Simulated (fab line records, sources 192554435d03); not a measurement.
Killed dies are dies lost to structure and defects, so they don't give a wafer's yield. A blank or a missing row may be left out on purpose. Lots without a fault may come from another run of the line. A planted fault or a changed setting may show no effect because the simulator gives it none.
Split-lot experiment | flow n5_finfet | 7 lots, 21 wafers read, on a route of 1938 steps

THE SPLIT
At N5_BEOL_M15_TRENCH_ETCH_34 (etches SiO2 in C4F8/O2/Ar, target depth 872.93 nm, time 199 s), the setting time_s was moved away from the recipe's 199 s on 8 of the 21 wafers read, by -16.7% to +17.1%. The other wafers ran this setting at the recipe's value.

FROM THE SPLIT TO THE READING: what the file shows between them, 8 steps
- N5_BEOL_M15_SPUTTER_44: material Ta, target thk 15 nm, time 24.19 s (also split here: power_w)
- N5_BEOL_M15_SPUTTER_45: material Cu, target thk 100 nm, time 16.67 s
- N5_BEOL_M15_ECD_47: material Cu, target thk 1860 nm
- N5_BEOL_M15_ANNEAL_48: time 90 s
- N5_BEOL_M15_CMP_49: polishes, stops on SiO2, t overpolish 4.9 s, target thk 850 nm
- N5_BEOL_M15_THK_MEAS_50: measures by xrf
- N5_BEOL_M15_PRE_CLEAN_52: time 15 s
- N5_BEOL_M15_DEP_53: deposits SiCN from 3MS/NH3, target thk 50 nm, time 17.8 s

THE READING
M15_RS, in ohm/sq, at N5_BEOL_M15_RS_MEAS_54 (measures by four-point-probe). Fault-free wafers of this fab line usually give 0.0215 ohm/sq, standard deviation 0.00037 ohm/sq.

wafer  | tool, chamber at the split | time_s as run, s | against the recipe | M15_RS, ohm/sq | against lot-mates on the recipe
L074.1 | rie_diel-02, 1             | 199              | recipe             | 0.0214         | -
L074.3 | rie_diel-02, 0             | 199              | recipe             | 0.0213         | -
L074.5 | rie_diel-02, 1             | 199              | recipe             | 0.0212         | -
L076.2 | rie_diel-04, 1             | 199              | recipe             | 0.0210         | -
L076.3 | rie_diel-04, 3             | 181.8            | -8.6%              | 0.0231         | +0.0020
L076.5 | rie_diel-04, 1             | 199              | recipe             | 0.0212         | -
L082.4 | rie_diel-02, 0             | 199              | recipe             | 0.0214         | -
L082.5 | rie_diel-02, 3             | 223.6            | +12.4%             | 0.0192         | -0.0024
L082.6 | rie_diel-02, 0             | 199              | recipe             | 0.0218         | -
L083.1 | rie_diel-03, 2             | 233.1            | +17.1%             | 0.0184         | -0.0032
L083.3 | rie_diel-03, 0             | 233.1            | +17.1%             | 0.0187         | -0.0029
L083.5 | rie_diel-03, 0             | 199              | recipe             | 0.0216         | -
L084.2 | rie_diel-02, 0             | 165.8            | -16.7%             | 0.0260         | no lot-mate on the recipe
L084.3 | rie_diel-02, 3             | 165.8            | -16.7%             | 0.0263         | no lot-mate on the recipe
L084.4 | rie_diel-02, 2             | 165.8            | -16.7%             | 0.0256         | no lot-mate on the recipe
L088.1 | rie_diel-03, 0             | 199              | recipe             | 0.0222         | -
L088.2 | rie_diel-03, 3             | 199              | recipe             | 0.0221         | -
L088.3 | rie_diel-03, 2             | 199              | recipe             | 0.0217         | -
L090.1 | rie_diel-02, 3             | 199              | recipe             | 0.0218         | -
L090.2 | rie_diel-02, 1             | 220.8            | +11.0%             | 0.0192         | -0.0022
L090.4 | rie_diel-02, 2             | 199              | recipe             | 0.0210         | -

THE FIT
A straight line over all 21 wafers: M15_RS changes by -0.000221 ohm/sq for each +1% of time_s; r = -0.97; the points scatter about the line by 0.0005 ohm/sq.
The same after taking each lot's own level away (the mean of its wafers on the recipe; 18 wafers): -0.00019 ohm/sq for each +1%; r = -0.99; scatter 0.00023 ohm/sq.
On that fit, the largest move of time_s shifts the reading by 0.0032 ohm/sq.
The lots' own levels span 0.02110 to 0.02200 ohm/sq, that is 2.4 times the standard deviation above.
So the lot-to-lot level changes the slope: the two fits differ.
Check: with one of the wafers moved furthest among these (+17.1%) left out of the fit, the line predicts -0.00322 ohm/sq for it against its lot-mates. It came out at -0.0032 ohm/sq against them.

OTHER SPLITS ON THESE WAFERS
These wafers also went through other splits before the reading. Each is held against what the fit with the lots' levels taken away leaves over:
other split on the same wafers | wafers away from the commonest value | r with M15_RS (lot level and that fit taken away)
N5_BEOL_M14_DEP_53 time_s      | 5                                    | -0.04
N5_BEOL_M15_SPUTTER_44 power_w | 7                                    | +0.33

THE WHOLE CHAIN: every reading that the file lists as answering this split, in the file's order
step                       | what it does                                                   | reading                                                                          | change (the file's fit)               | r (the file's)
N5_BEOL_M15_TRENCH_ETCH_34 | etches SiO2 in C4F8/O2/Ar, target depth 872.93 nm, time 199 s  | etch.depth_nm (the simulator's own value, which no gauge read)                   | +8.41 nm for each +1% of the setting  | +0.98
N5_BEOL_M15_TRENCH_ETCH_34 | etches SiO2 in C4F8/O2/Ar, target depth 872.93 nm, time 199 s  | coat_of_BEOL_M15_COAT_22.thk_nm (the simulator's own value, which no gauge read) | -1.59 nm for each +1% of the setting  | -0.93
N5_BEOL_M15_CMP_49         | polishes, stops on SiO2, t overpolish 4.9 s, target thk 850 nm | Cu_of_BEOL_M15_ECD_47.thk_nm (the simulator's own value, which no gauge read)    | +8.36 nm for each +1% of the setting  | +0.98
N5_BEOL_M15_THK_MEAS_50    | measures by xrf                                                | M15_THK                                                                          | +8.45 for each +1% of the setting     | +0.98
N5_BEOL_M15_RS_MEAS_54     | measures by four-point-probe                                   | M15_RS                                                                           | -0.000195 for each +1% of the setting | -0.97

THE FILE'S OWN FIT
M15_RS changes by -0.000195 ohm/sq for each +1% of time_s, r = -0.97.
